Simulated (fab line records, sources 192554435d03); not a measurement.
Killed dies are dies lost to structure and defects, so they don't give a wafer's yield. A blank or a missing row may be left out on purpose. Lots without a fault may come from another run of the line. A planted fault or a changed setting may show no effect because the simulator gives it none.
fab line records | flow n5_finfet | part 2 of 2: steps 21 to 30 of 30
record lots=5 wafers=15 last_day=18
route steps=1938 shown BEOL_M14@1746 BEOL_M15@1773
lots that met no fault: from a run of the same line without faults
start_h: hours from the record's first day to the start of the lot's first wafer shown | wait_h: hours since the lot's step before | " the same as in the row above | L1.1+2: a row that stands for several wafers | - no value, or no start given | * or withheld: withheld | < > ~ a bound
route shown NAME@n: a module of which the file shows steps, and the number in the route of the first | usual: mean/standard deviation of fault-free wafers | same: alike in all rows | chamber/n: place in a boat | sites: the reading at each site | _std_site: their standard deviation | _edge_site: outer sites' mean less inner sites' | radius_mm: how far each site lies from the wafer's centre | mask NAME#n: copy n | behind: the tool/chamber that last shaped the wafer | hold: why the lot was held/for how many hours/how that ended | device: the transistor (n, p or np) that didn't switch | end of line: the same wafers' tests at the end of the route | a step without rows: its recipe alone | killed: dies lost to structure and defects at the first sort, not the wafer's yield | map: a wafer's dies, x killed, . not, _ none there
set.NAME: the setting as run; set.NAME@STEP: as run at that earlier step | model.NAME: the simulator's own value behind a step, which no gauge read
lots at some steps of the route; a table a step, a row a wafer
services: from which hour (start_h, from the record's first day; less than 0 if before it) a tool's chamber was out of use, for how many hours, and why
## steps
# step N5_BEOL_M14_ANNEAL_48
# recipe temp_c=225 time_s=90 ambient=N2
# usual wafer_temp_C_max=226.2/0.36
# columns lot.wafer tool chamber start_h wait_h wafer_temp_C_max
L079.1 rtp_anneal-01 0 265.38 0.2 226.2
L079.2 " 0 " " 226.2
L079.4 " 0 " " 225.9
L085.2 rtp_anneal-01 0 309.27 0.7 226.0
L085.5 " 0 " " 226.2
L085.6 " 0 " " 226.3
L088.1 rtp_anneal-02 0 343.46 0.1 226.5
L088.3 " 0 " " 226.6
L088.4 " 0 " " 226.2
L095.2 rtp_anneal-01 0 374.07 0.2 226.4
L095.5 " 0 " " 226.2
L095.6 " 0 " " 225.9
L097.1 rtp_anneal-01 0 406.24 0.2 226.3
L097.4 " 0 " " 226.4
L097.6 " 0 " " 225.8
# step N5_BEOL_M14_CMP_49
# recipe stop_on=SiO2 t_overpolish_s=5.2 down_force_psi=2 platen_rpm=80 clearing_platen_down_force_psi=2 clearing_platen_rpm=80 post_cmp_clean=cu_alkaline target_thk_nm=560 clearing_platen_pad_velocity_m_s=1.5917 pad_velocity_m_s=1.5917
# usual barrier_field_endpoint_s=11.31/0.26 motor_current_A=8.1/0.71 overpolish_run_s=5.200/0.0092 time_to_endpoint_s=121/4.8
# same t_overpolish_s=5.2
# columns lot.wafer tool chamber start_h wait_h barrier_field_endpoint_s motor_current_A overpolish_run_s time_to_endpoint_s
L079.2 cmp-02 1 265.69 0.2 11.55 8.7 5.195 123
L079.4 " 2 " " 11.40 7.8 5.203 119
L079.1 " 0 " " 11.27 7.8 5.189 115
L085.2 cmp-01 1 309.52 0.2 11.51 7.3 5.225 125
L085.6 " 1 " " 11.21 7.1 5.204 118
L085.5 " 2 " " 11.58 7.5 5.189 123
L088.4 cmp-03 2 343.77 0.1 11.29 7.4 5.202 115
L088.3 " 3 " " 11.04 8.2 5.200 115
L088.1 " 1 " " 11.22 8.4 5.199 118
L095.2 cmp-02 2 374.39 0.3 11.47 8.0 5.208 123
L095.6 " 0 " " 11.27 7.7 5.200 120
L095.5 " 1 " " 11.44 9.0 5.198 126
L097.4 cmp-01 1 406.55 0.1 11.36 7.4 5.216 127
L097.1 " 0 " " 11.29 7.2 5.182 121
L097.6 " 2 " " 11.43 7.6 5.189 125
# step N5_BEOL_M14_THK_MEAS_50
# recipe thk_meas_gauge=xrf reads=Cu_of_BEOL_M14_ECD_47
# usual M14_THK=545/16
# columns lot.wafer tool chamber start_h wait_h M14_THK[nm]
L079.1 film_metro-01 - 265.98 - 525
L079.2 " - " " 557
L079.4 " - " " 528
L085.2 film_metro-01 - 309.82 - 526
L085.5 " - " " 542
L085.6 " - " " 526
L088.1 film_metro-02 - 344.07 - 528
L088.3 " - " " 548
L088.4 " - " " 536
L095.2 film_metro-01 - 374.61 - 526
L095.5 " - " " 550
L095.6 " - " " 516
L097.1 film_metro-01 - 406.84 - 543
L097.4 " - " " 543
L097.6 " - " " 548
# step N5_BEOL_M14_PRE_CLEAN_52
# recipe gas=NH3 time_s=15 temp_c=withheld rf_power_w=300
# columns lot.wafer tool chamber start_h wait_h
L079.1+2+4 pecvd-02 0,2,0 266.02 0.0
L085.2+5+6 pecvd-02 0,1,0 309.85 0.0
L088.1+3+4 pecvd-02 1,0,0 344.10 0.0
L095.2+5+6 pecvd-01 2,1,2 374.65 0.0
L097.1+4+6 pecvd-03 2,2,0 406.88 0.0
# step N5_BEOL_M14_DEP_53
# recipe material=SiCN target_thk_a=500 temp_c=withheld precursor=3MS/NH3 pressure_torr=3 rf_w=675 time_s=17.8
# usual showerhead_plenum_p_Torr=4.169/0.027 throttle_valve_pct=17.8/0.53
# columns lot.wafer tool chamber start_h wait_h showerhead_plenum_p_Torr throttle_valve_pct
L079.1 pecvd-02 0 266.04 0.0 4.152 17.7
L079.2 " 2 " " 4.157 17.0
L079.4 " 0 " " 4.160 17.6
L085.2 pecvd-02 0 309.88 0.0 4.152 17.5
L085.5 " 1 " " 4.123 18.1
L085.6 " 0 " " 4.157 17.6
L088.1 pecvd-02 1 344.13 0.0 4.119 17.8
L088.3 " 0 " " 4.151 17.6
L088.4 " 0 " " 4.174 17.4
L095.2 pecvd-01 2 374.68 0.0 4.185 17.8
L095.5 " 1 " " 4.160 18.9
L095.6 " 2 " " 4.178 18.0
L097.1 pecvd-03 2 406.90 0.0 4.201 18.5
L097.4 " 2 " " 4.188 18.0
L097.6 " 0 " " 4.223 17.2
# step N5_BEOL_M14_RS_MEAS_54
# recipe thk_meas_gauge=four-point-probe reads=Cu_of_BEOL_M14_ECD_47+Ta_of_BEOL_M14_SPUTTER_44+TaN_of_BEOL_M14_SPUTTER_43
# usual M14_RS=0.0335/0.001
# columns lot.wafer tool chamber start_h wait_h M14_RS[ohm/sq]
L079.1 film_metro-01 - 266.11 0.0 0.0349
L079.2 " - " " 0.0328
L079.4 " - " " 0.0346
L085.2 film_metro-01 - 309.95 0.1 0.0347
L085.5 " - " " 0.0338
L085.6 " - " " 0.0346
L088.1 film_metro-01 - 344.20 0.0 0.0344
L088.3 " - " " 0.0331
L088.4 " - " " 0.0336
L095.2 film_metro-01 - 374.74 0.1 0.0351
L095.5 " - " " 0.0332
L095.6 " - " " 0.0354
L097.1 film_metro-01 - 406.97 0.0 0.0334
L097.4 " - " " 0.0333
L097.6 " - " " 0.0330
# step N5_BEOL_M14_INSPECT_55
# recipe inspect_instrument=darkfield mode=post_dep
# usual raw_defect_count=68/23
# columns lot.wafer tool chamber start_h wait_h raw_defect_count
L079.1 defect_inspect-01 - 266.14 0.0 81
L079.2 " - " " 56
L079.4 " - " " 50
L085.2 defect_inspect-01 - 309.97 0.0 59
L085.5 " - " " 78
L085.6 " - " " 70
L088.1 defect_inspect-02 - 344.22 0.0 46
L088.3 " - " " 70
L088.4 " - " " 65
L095.2 defect_inspect-02 - 374.77 0.0 55
L095.5 " - " " 57
L095.6 " - " " 53
L097.1 defect_inspect-02 - 407.00 0.0 51
L097.4 " - " " 70
L097.6 " - " " 41
# step N5_BEOL_M15_ILD_DEP_00
# recipe material=SiO2 target_thk_a=16293 temp_c=400 precursor=TEOS/O2 pressure_torr=6.5 rf_w=900 teos_flow_sccm=161.4 gas=O2 flow_sccm=2650 time_s=346.1
# usual heater_power_w=494/66 showerhead_plenum_p_Torr=8.36/0.054 throttle_valve_pct=18.5/0.58
# columns lot.wafer tool chamber start_h wait_h heater_power_w showerhead_plenum_p_Torr throttle_valve_pct
L079.1 pecvd-03 1 266.17 0.0 480 8.35 19.2
L079.2 " 2 " " 576 8.41 18.6
L079.4 " 2 " " 459 8.38 18.2
L085.2 pecvd-04 2 310.01 0.0 458 8.38 19.2
L085.5 " 2 " " 543 8.39 19.2
L085.6 " 1 " " 436 8.30 19.1
L088.1 pecvd-03 1 344.26 0.0 472 8.36 19.0
L088.3 " 2 " " 606 8.40 18.4
L088.4 " 0 " " 529 8.45 18.0
L095.2 pecvd-03 0 374.80 0.0 493 8.43 18.1
L095.5 " 2 " " 453 8.38 18.7
L095.6 " 1 " " 456 8.38 19.1
L097.1 pecvd-03 1 407.03 0.0 548 8.37 19.4
L097.4 " 2 " " 581 8.41 18.7
L097.6 " 1 " " 608 8.37 19.4
# step N5_BEOL_M15_THK_MEAS_01
# recipe reads=SiO2_of_BEOL_M15_ILD_DEP_00
# usual M15_ILD_THK=1631/28
# columns lot.wafer tool chamber start_h wait_h M15_ILD_THK[nm]
L079.1 film_metro-01 - 266.44 0.2 1639
L079.2 " - " " 1617
L079.4 " - " " 1635
L085.2 film_metro-01 - 310.26 0.1 1676
L085.5 " - " " 1691
L085.6 " - " " 1667
L088.1 film_metro-01 - 344.51 0.1 1651
L088.3 " - " " 1642
L088.4 " - " " 1591
L095.2 film_metro-02 - 375.06 0.1 1586
L095.5 " - " " 1641
L095.6 " - " " 1662
L097.1 film_metro-01 - 407.28 0.1 1588
L097.4 " - " " 1614
L097.6 " - " " 1634
# step N5_BEOL_M15_COAT_58
# recipe resist=BARC temp_c=205 time_s=60 spin_rpm=1500 resist_thk_nm=89
# usual dispense_pressure_kPa=47.1/1.7 resist_line_temp_C=22.98/0.1
# columns lot.wafer tool chamber start_h wait_h dispense_pressure_kPa resist_line_temp_C
L079.1 litho_track-05 0 266.47 0.0 46.5 22.97
L079.2 " 0 " " 46.5 23.03
L079.4 " 0 " " 46.4 23.03
L085.2 litho_track-02 0 310.29 0.0 49.6 22.88
L085.5 " 0 " " 49.6 22.94
L085.6 " 0 " " 49.6 22.88
L088.1 litho_track-02 0 344.54 0.0 49.6 22.82
L088.3 " 0 " " 49.6 23.05
L088.4 " 0 " " 49.6 23.07
L095.2 litho_track-04 0 375.09 0.0 45.6 22.97
L095.5 " 0 " " 45.6 22.87
L095.6 " 0 " " 45.6 22.82
L097.1 litho_track-04 0 407.31 0.0 45.6 22.97
L097.4 " 0 " " 45.6 22.99
L097.6 " 0 " " 45.6 22.96
## services
# columns tool chamber start_h hours kind
pecvd-01 - 241.79 14.6 pm
cmp-02 - 245.71 4.2 repair
rie_diel-05 - 250.18 0.4 repair
pecvd-01 1 279.98 6.5 repair
cmp-02 - 283.57 2.2 repair
pecvd-01 0 287.45 3.9 repair
cmp-01 - 287.77 0.5 repair
cmp-01 - 288.30 5.9 pm
pecvd-02 - 290.07 1.3 repair
cmp-02 - 298.87 3.1 repair
cmp-01 - 302.33 2.0 repair
ecd_cu-02 - 306.76 1.1 repair
pvd_sputter-03 - 309.90 0.8 repair
cmp-01 - 312.15 4.0 pm
wet_bench-06 - 325.47 3.7 repair
rie_diel-05 2 325.98 13.5 repair
rie_diel-05 - 330.64 3.9 repair
pvd_sputter-01 - 335.20 1.6 repair
rtp_anneal-01 - 336.27 2.5 pm
rie_diel-05 3 336.29 3.1 repair
ecd_cu-02 - 366.17 8.6 repair
wet_bench-06 - 366.75 1.9 pm
rie_diel-02 1 370.04 5.3 repair
pecvd-03 - 403.68 2.8 pm
